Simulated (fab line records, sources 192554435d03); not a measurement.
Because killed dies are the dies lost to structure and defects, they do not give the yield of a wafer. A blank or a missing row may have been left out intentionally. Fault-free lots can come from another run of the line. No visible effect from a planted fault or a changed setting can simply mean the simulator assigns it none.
Comparing a struck lot with a sound one ; flow n5_finfet ; 42 out of 1938 route steps
Sound: the wafers L797.3, L797.5, L797.6. Struck: wafer L811.2 (left out: L811.1, L811.3 of the same lot, which were not struck); the cause appears at the end.
Each step with rows lists, per side, the tool, then ch with its chambers, then its first start. Under that, the readings that differ: sound wafers ; struck wafers ; difference of the means ; sigmas: that difference in standard deviations of wafers without a fault.
alike: words and numbers the same on both sides, and readings whose means are apart by under 2 such deviations; not compared: readings that were withheld, readings missing a value for some wafer, numbers with overlapping values and no deviation given by the record, and bounds like >300 which may hide the same value.
Wherever a step has rows on one side only, a row that says differs or no value, or a row with sigmas, the two part there. Numbers that don't overlap but have no deviation are shown without sigmas and don't part them. A reading missing from all wafers of one side parts the sides only when that side holds two or more wafers.

first, 10 steps without rows for these wafers: N5_FIN_SAQP_PRECLEAN_42 (cleans in O3/DIW, time 60 s); N5_FIN_SAQP_PRECLEAN_00 (cleans in SC1, time 60 s); N5_FIN_SAQP_PRECLEAN_44 (cleans in SC2, time 45 s); N5_FIN_SAQP_SRD_01 (time 30 s); N5_FIN_SAQP_ALD_61 (deposits SiO2, target thk 4 nm, pulse time 1 s, purge time 2 s); N5_FIN_SAQP_DENSIFY_62 (time 60 s); N5_FIN_SAQP_HM_DEP_03 (deposits SiNx from SiH4/NH3/N2, target thk 38 nm, time 33.6 s); N5_FIN_SAQP_PECVD_47 (deposits a-Si from SiH4/He, target thk 45 nm, time 36.3 s); N5_FIN_SAQP_PECVD_48 (deposits SiNx from SiH4/NH3/N2, target thk 25 nm, time 22.1 s); N5_FIN_SAQP_PECVD_06 (deposits a-Si from SiH4/He, target thk 60 nm, time 48.1 s).
N5_FIN_SAQP_HM_DEP_72: deposits SiO2 from SiH4/N2O, target thk 12 nm, time 7.2 s.
  sound on pecvd-04 ch 0,1,2, day 2 15:14; struck on pecvd-04 ch 2, day 6 05:01
  alike: heater_power_w, showerhead_plenum_p_Torr
then, 8 steps without rows for these wafers: N5_FIN_SAQP_COAT_49 (time 60 s, resist thk 100 nm); N5_FIN_SAQP_COAT_50 (time 60 s, resist thk 35 nm); N5_FIN_SAQP_COAT_10 (resist thk 90 nm); N5_FIN_SAQP_EBR_12; N5_FIN_SAQP_SOFTBAKE_11 (time 60 s); N5_FIN_SAQP_EXPOSE_13 (exposes mask FIN CORE, target cd 35.6 nm); N5_FIN_SAQP_PEB_14 (peb time 60 s); N5_FIN_SAQP_DEVELOP_15 (develop time 30 s).
N5_FIN_SAQP_INSPECT_18: inspects for defects (brightfield).
  sound on defect_inspect-02 at day 2 18:02; struck on defect_inspect-02 at day 6 05:32
reading;sound;struck;difference;sigmas
raw_defect_count;596 483 421;913;+413;+3
then, 17 steps without rows for these wafers: N5_FIN_SAQP_DESCUM_21 (chemistry O2, time 7.9 s); N5_FIN_SAQP_ETCH_51 (etches SiARC in CF4, target depth 45.5 nm, time 75.8 s); N5_FIN_SAQP_ETCH_52 (etches SOC in N2/H2, target depth 100 nm, overetch 20 nm, time 150 s); N5_FIN_SAQP_STRIP_53 (strips in N2/H2); N5_FIN_SAQP_HM_OPEN_73 (chemistry CHF3/O2, target SiO2, stops on a-Si, target depth 12 nm, time 16.8 s); N5_FIN_SAQP_STRIP_74 (strips in CHF3/O2); N5_FIN_SAQP_MANDREL_ETCH_22 (etches a-Si in HBr/Cl2, stops on SiNx, target depth 60 nm, bt time 10 s, time 30 s); N5_FIN_SAQP_STRIP_55 (strips in N2/H2); N5_FIN_SAQP_STRIP_23 (strips in SPM, time 750 s); N5_FIN_SAQP_SRD_66 (time 30 s); N5_FIN_SAQP_RECESS_75 (chemistry HF/NH3, target SiO2, target depth 14.4 nm, afs cycles 3, sublimation time 60 s); N5_FIN_SAQP_SPACER1_ALD_24 (deposits SiO2, target thk 20.3 nm, pulse time 1 s, purge time 2 s); N5_FIN_SAQP_SPACER1_ETCHBACK_25 (etches SiO2 in CHF3/O2, target depth 24.4 nm, time 12.2 s); N5_FIN_SAQP_MANDREL1_REMOVE_56 (chemistry HBr/Cl2/O2, target a-Si, stops on SiNx, bt time 10 s); N5_FIN_SAQP_ETCH_57 (etches SiNx in CH3F/O2, target depth 32.5 nm, time 46.4 s); N5_FIN_SAQP_ETCH_65 (etches SiO2 in CF4, target depth 4 nm, time 4.4 s); N5_FIN_SAQP_MANDREL_ETCH_58 (etches a-Si in HBr/Cl2, stops on SiNx, target depth 45 nm, bt time 10 s, time 27 s).
N5_FIN_SAQP_INSPECT_40: inspects for defects (brightfield).
  sound on defect_inspect-02 at day 3 03:05; struck on defect_inspect-01 at day 6 10:04
reading;sound;struck;difference;sigmas
raw_defect_count;241 323 248;508;+237;+3
N5_FIN_CUT_INSPECT_10: inspects for defects (brightfield).
  sound on defect_inspect-02 at day 3 03:37; struck on defect_inspect-02 at day 6 10:35
reading;sound;struck;difference;sigmas
raw_defect_count;37 58 40;353;+308;+24
N5_FIN_CUT_INSPECT_17: inspects for defects (brightfield).
  sound on defect_inspect-02 at day 3 04:34; struck on defect_inspect-02 at day 6 11:32
reading;sound;struck;difference;sigmas
raw_defect_count;237 321 230;575;+312;+5
-- here the record skips 5 days between the struck wafers' starts before and after, leaving off in module FIN_CUT and picking up in module BEOL_M4 (first step shown: number 1111 of the route) --
N5_BEOL_M4_RC_MEAS_101:
  sound on prober-02 ch 0, day 9 05:07; struck on prober-02 ch 0, day 11 20:56
  alike: DIBL_N, DIBL_P, IOFF_N, IOFF_P, ION_N, ION_P, SS_N, SS_P, VT_N, VT_P
-- the record jumps here: 4 days lie between the struck wafers' starts before and after (it left off in module BEOL_M4 and takes up again in module PASSIVATION, whose first step shown is number 1936 of the route) --
N5_PASSIVATION_PROBE_49:
  sound on prober-02 at day 13 07:05; struck on prober-02 at day 16 07:04
reading;sound;struck;difference;sigmas
defect_limited_yield (%);92.0 91.0 91.0;81.4;-9.9;-7
killed_at_front_end;38 34 29;140;+106;+9
killed_at_other;5 3 9;0;-6;-2
killed_dies;94 106 106;219;+117;+6
sort_bin_5_function (%);4.6 5.0 5.3;11.5;+6.5;+7
sort_bin_6_memory (%);3.1 3.6 3.3;5.5;+2.2;+3
sort_n_pass;1086 1074 1074;961;-117;-6
sort_yield_pct (%);92.0 91.0 91.0;81.4;-9.9;-7
  alike: killed_at_M0_to_M3, killed_at_M4_up, killed_at_contacts, killed_open, killed_short

== WHERE THEY PART ==
Earliest at N5_FIN_SAQP_INSPECT_18; latest, in this record, at N5_PASSIVATION_PROBE_49.

WHY: what the simulator had put in
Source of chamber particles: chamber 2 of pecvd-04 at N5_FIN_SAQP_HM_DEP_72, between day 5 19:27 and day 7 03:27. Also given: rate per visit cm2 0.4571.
